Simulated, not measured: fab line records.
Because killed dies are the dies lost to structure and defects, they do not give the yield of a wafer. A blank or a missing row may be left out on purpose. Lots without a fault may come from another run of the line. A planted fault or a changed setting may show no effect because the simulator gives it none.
A lot that was struck, set against a sound lot | flow n5-finfet | 18 out of 1938 route steps
Sound: the wafers L937.2, L937.4, L937.5. Struck: wafers L938.3, L938.5 (left out: L938.2, a lot-mate that was not struck); the cause follows at the end.
Each step with rows lists, per side, the tool, then ch with its chambers, then its first start. Under that, the readings that differ: sound wafers | struck wafers | difference of the means | sigmas: that difference in standard deviations of wafers without a fault.
alike: readings with means less than 2 such deviations apart, plus words and numbers identical on both sides. not compared: withheld readings, readings lacking a value on some wafer, bounds such as >300 that could conceal the same value, and numbers that have no deviation in the record and whose values overlap.
Wherever a step has rows on one side only, a row that says differs or no value, or a row with sigmas, the two part there. When numbers do not overlap yet have no deviation, they are printed without sigmas and do not part them. A reading missing from all wafers of one side parts the sides only when that side holds two or more wafers.

first, 11 steps without rows for these wafers: N5_BEOL_M0_SAQP_DESCUM_19 (chemistry O2, time 7.9 s); N5_BEOL_M0_SAQP_ETCH_83 (etches SiARC in CF4, target depth 39 nm, time 65 s); N5_BEOL_M0_SAQP_ETCH_84 (etches SOC in N2/H2, target depth 100 nm, overetch 20 nm, time 150 s); N5_BEOL_M0_SAQP_STRIP_80 (strips in N2/H2); N5_BEOL_M0_SAQP_HM_OPEN_112 (chemistry CHF3/O2, target SiO2, stops on a-Si, target depth 12 nm, time 13.5 s); N5_BEOL_M0_SAQP_STRIP_113 (strips in CHF3/O2); N5_BEOL_M0_SAQP_MANDREL_ETCH_20 (etches a-Si in HBr/Cl2, stops on SiNx, target depth 60 nm, bt time 10 s, time 30 s); N5_BEOL_M0_SAQP_STRIP_86 (strips in N2/H2); N5_BEOL_M0_SAQP_STRIP_115 (strips in post etch residue remover, time 60 s); N5_BEOL_M0_SAQP_SRD_93 (time 30 s); N5_BEOL_M0_SAQP_RECESS_114 (chemistry HF/NH3, target SiO2, target depth 14.4 nm, afs cycles 3, sublimation time 60 s).
N5_BEOL_M0_SAQP_SPACER1_ALD_98: deposits SiO2, target thk 12.8 nm, pulse time 1 s, purge time 2 s.
  sound on ald-sin-01 ch 0,2, day 7 14:12; struck on ald-sin-01 ch 1, day 7 19:49
  reading                                               | sound          | struck  | difference | sigmas
  ald-cycles                                            | 138 138 138    | 130 130 | -8         |
  model.SiO2_of_BEOL_M0_SAQP_SPACER1_ALD_98.thk-nm (nm) | 12.8 12.8 12.8 | 12 12   | -1         |
  alike: heater-power-w, precursor-pulse-height-rel
then, 1 step without rows for these wafers: N5_BEOL_M0_SAQP_SPACER1_ETCHBACK_99 (etches SiO2 in CHF3/O2, target depth 15.4 nm, time 7.7 s).
N5_BEOL_M0_SAQP_MANDREL1_REMOVE_100: chemistry HBr/Cl2/O2, target a-Si, stops on SiNx, bt time 10 s.
  sound on rie-si-01 ch 1,3, day 7 14:52; struck on rie-si-02 ch 0,1, day 7 20:23
  reading                                               | sound             | struck      | difference | sigmas
  oes-product-au (a.u.)                                 | 0.975 0.982 0.977 | 1.036 0.992 | +0.036     | +2
  model.BEOL_M0_SAQP.cd-nm (nm)                         | 12.8 12.8 12.8    | 12 12       | -1         |
  model.SiO2_of_BEOL_M0_SAQP_SPACER1_ALD_98.thk-nm (nm) | 7.6 7.4 7.4       | 6.6 6.8     | -0.8       |
  alike: drypump-motor-current-A, rf-fwd-power-W, throttle-valve-pct
  not compared: rf-hours-counter-h
N5_BEOL_M0_SAQP_CD_MEAS_25: target cd 13.1 nm.
  sound on cd-sem-03 ch 0, day 7 14:58; struck on cd-sem-02 ch 0, day 7 20:29
  reading    | sound             | struck      | difference | sigmas
  cd-nm (nm) | 12.71 12.76 13.03 | 11.96 11.96 | -0.87      | -4
then, 1 step without rows for these wafers: N5_BEOL_M0_SAQP_ETCH_101 (etches SiNx in CH3F/O2, target depth 29.9 nm, time 42.7 s).
-- a jump in the record: the struck wafers' starts before and after are 3 days apart (it breaks off in module BEOL_M0_SAQP and resumes in module BEOL_M4, where the first step shown is number 1111 of the route) --
N5_BEOL_M4_RC_MEAS_101:
  sound on prober-01 ch 0, day 9 20:46; struck on prober-02 ch 0, day 10 11:01
  reading       | sound          | struck    | difference | sigmas
  ION_N (uA/um) | 663 659 648    | 672 679   | +19        | +2
  ION_P (uA/um) | 445 448 443    | 464 464   | +19        | +3
  VT_P (mV)     | -255 -257 -257 | -251 -247 | +7         | +2
  alike: DIBL_N, DIBL_P, IOFF_N, IOFF_P, SS_N, SS_P, VT_N
-- record jumps: 4 days separate the struck wafers' starts on either side; left off in module BEOL_M4, taken up again in module PASSIVATION, whose first shown step is the route's number 1936 --
N5_PASSIVATION_PROBE_49:
  sound on prober-01, day 14 08:01; struck on prober-02, day 14 14:37
  alike: defect-limited-yield, killed_at_M0_to_M3, killed_at_M4_up, killed-at-contacts, killed-at-front-end, killed-at-other, killed-dies, killed-on-rim, killed-open, killed-short, sort_bin_5_function, sort_bin_6_memory, sort-n-pass, sort-yield-pct

== WHERE THEY PART ==
First at N5_BEOL_M0_SAQP_MANDREL1_REMOVE_100; last, within this record, at N5_BEOL_M4_RC_MEAS_101. Later steps at which nothing parts them and some readings are alike: N5_PASSIVATION_PROBE_49.

WHY: whatever the simulator had introduced
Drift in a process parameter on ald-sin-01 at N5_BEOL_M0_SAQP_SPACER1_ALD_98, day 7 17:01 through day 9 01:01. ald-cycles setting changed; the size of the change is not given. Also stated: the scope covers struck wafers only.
